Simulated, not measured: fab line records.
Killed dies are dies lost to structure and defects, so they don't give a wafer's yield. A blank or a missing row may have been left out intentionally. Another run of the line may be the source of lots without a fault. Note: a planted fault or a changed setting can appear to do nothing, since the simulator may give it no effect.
Chamber matching / flow nand-harc / 4 sister chambers for NHARC_A_CONTACT_ETCH_91 on rie-diel-13
The step etches the open film in CH3F/O2, target depth 40 nm, time 85.7 s. 16 wafers are shown with their chamber, then 8 later ones without.

## EACH WAFER AND ITS CHAMBER
wafer=L074.1; chamber=2; showerhead-plenum-p-Torr (Torr)=2.30; drypump-motor-current-A (A)=5.7; rf-vpp-V (V)=241.8
wafer=L074.5; chamber=1; showerhead-plenum-p-Torr (Torr)=2.39; drypump-motor-current-A (A)=5.4; rf-vpp-V (V)=243.0
wafer=L074.6; chamber=2; showerhead-plenum-p-Torr (Torr)=2.30; drypump-motor-current-A (A)=5.7; rf-vpp-V (V)=241.5
wafer=L084.1; chamber=2; showerhead-plenum-p-Torr (Torr)=2.29; drypump-motor-current-A (A)=5.7; rf-vpp-V (V)=242.4
wafer=L084.3; chamber=3; showerhead-plenum-p-Torr (Torr)=2.63; drypump-motor-current-A (A)=6.5; rf-vpp-V (V)=246.9
wafer=L084.5; chamber=2; showerhead-plenum-p-Torr (Torr)=2.29; drypump-motor-current-A (A)=5.7; rf-vpp-V (V)=242.1
wafer=L085.1; chamber=2; showerhead-plenum-p-Torr (Torr)=2.29; drypump-motor-current-A (A)=5.7; rf-vpp-V (V)=241.2
wafer=L085.2; chamber=0; showerhead-plenum-p-Torr (Torr)=2.48; drypump-motor-current-A (A)=5.4; rf-vpp-V (V)=244.6
wafer=L085.3; chamber=3; showerhead-plenum-p-Torr (Torr)=2.63; drypump-motor-current-A (A)=6.5; rf-vpp-V (V)=247.3
wafer=L085.4; chamber=1; showerhead-plenum-p-Torr (Torr)=2.37; drypump-motor-current-A (A)=5.3; rf-vpp-V (V)=244.6
wafer=L085.5; chamber=0; showerhead-plenum-p-Torr (Torr)=2.48; drypump-motor-current-A (A)=5.5; rf-vpp-V (V)=244.9
wafer=L085.6; chamber=1; showerhead-plenum-p-Torr (Torr)=2.37; drypump-motor-current-A (A)=5.3; rf-vpp-V (V)=244.9
wafer=L080.1; chamber=1; showerhead-plenum-p-Torr (Torr)=2.37; drypump-motor-current-A (A)=5.4; rf-vpp-V (V)=244.1
wafer=L080.2; chamber=0; showerhead-plenum-p-Torr (Torr)=2.48; drypump-motor-current-A (A)=5.5; rf-vpp-V (V)=244.9
wafer=L080.4; chamber=2; showerhead-plenum-p-Torr (Torr)=2.29; drypump-motor-current-A (A)=5.7; rf-vpp-V (V)=242.3
wafer=L081.2; chamber=1; showerhead-plenum-p-Torr (Torr)=2.37; drypump-motor-current-A (A)=5.4; rf-vpp-V (V)=243.1

SIGNATURES (means of the wafers above)
reading=showerhead-plenum-p-Torr; chamber 0=2.4800; chamber 1=2.3740; chamber 2=2.2933; chamber 3=2.6300; scatter within a chamber=0.00615
reading=drypump-motor-current-A; chamber 0=5.467; chamber 1=5.360; chamber 2=5.700; chamber 3=6.500; scatter within a chamber=0.0394
reading=rf-vpp-V; chamber 0=244.800; chamber 1=243.940; chamber 2=241.883; chamber 3=247.100; scatter within a chamber=0.593
Rule: for each reading, subtract the chamber's mean from the wafer's reading, divide by that reading's scatter and square the result; add these up over the readings and take the root, which gives the wafer's distance from the chamber. The wafer belongs to the nearest chamber; if the next one is less than 2 further off, it can't be placed. The scatter is the square root of a quotient: the sum, over the shown wafers, of each reading's squared deviation from its chamber's mean, divided by wafers minus chambers.

## WAFERS WITHOUT THEIR CHAMBER
wafer=L081.3; showerhead-plenum-p-Torr (Torr)=2.63; drypump-motor-current-A (A)=6.5; rf-vpp-V (V)=246.2
wafer=L081.4; showerhead-plenum-p-Torr (Torr)=2.48; drypump-motor-current-A (A)=5.5; rf-vpp-V (V)=245.3
wafer=L090.1; showerhead-plenum-p-Torr (Torr)=2.28; drypump-motor-current-A (A)=5.7; rf-vpp-V (V)=242.5
wafer=L090.2; showerhead-plenum-p-Torr (Torr)=2.37; drypump-motor-current-A (A)=5.3; rf-vpp-V (V)=244.1
wafer=L090.5; showerhead-plenum-p-Torr (Torr)=2.48; drypump-motor-current-A (A)=5.5; rf-vpp-V (V)=245.1
wafer=L094.1; showerhead-plenum-p-Torr (Torr)=2.62; drypump-motor-current-A (A)=6.6; rf-vpp-V (V)=245.9
wafer=L094.5; showerhead-plenum-p-Torr (Torr)=2.37; drypump-motor-current-A (A)=5.4; rf-vpp-V (V)=245.1
wafer=L094.6; showerhead-plenum-p-Torr (Torr)=2.47; drypump-motor-current-A (A)=5.4; rf-vpp-V (V)=244.8

## THE CHAMBER EACH PASSED THROUGH
wafer=L081.3; from the rows above=3; in truth=3
wafer=L081.4; from the rows above=0; in truth=0
wafer=L090.1; from the rows above=2; in truth=2
wafer=L090.2; from the rows above=1; in truth=1
wafer=L090.5; from the rows above=0; in truth=0
wafer=L094.1; from the rows above=3; in truth=3
wafer=L094.5; from the rows above=1; in truth=1
wafer=L094.6; from the rows above=0; in truth=0
Correctly placed: 8 of 8. Can't be placed from these rows: 0. Wrongly placed: 0.
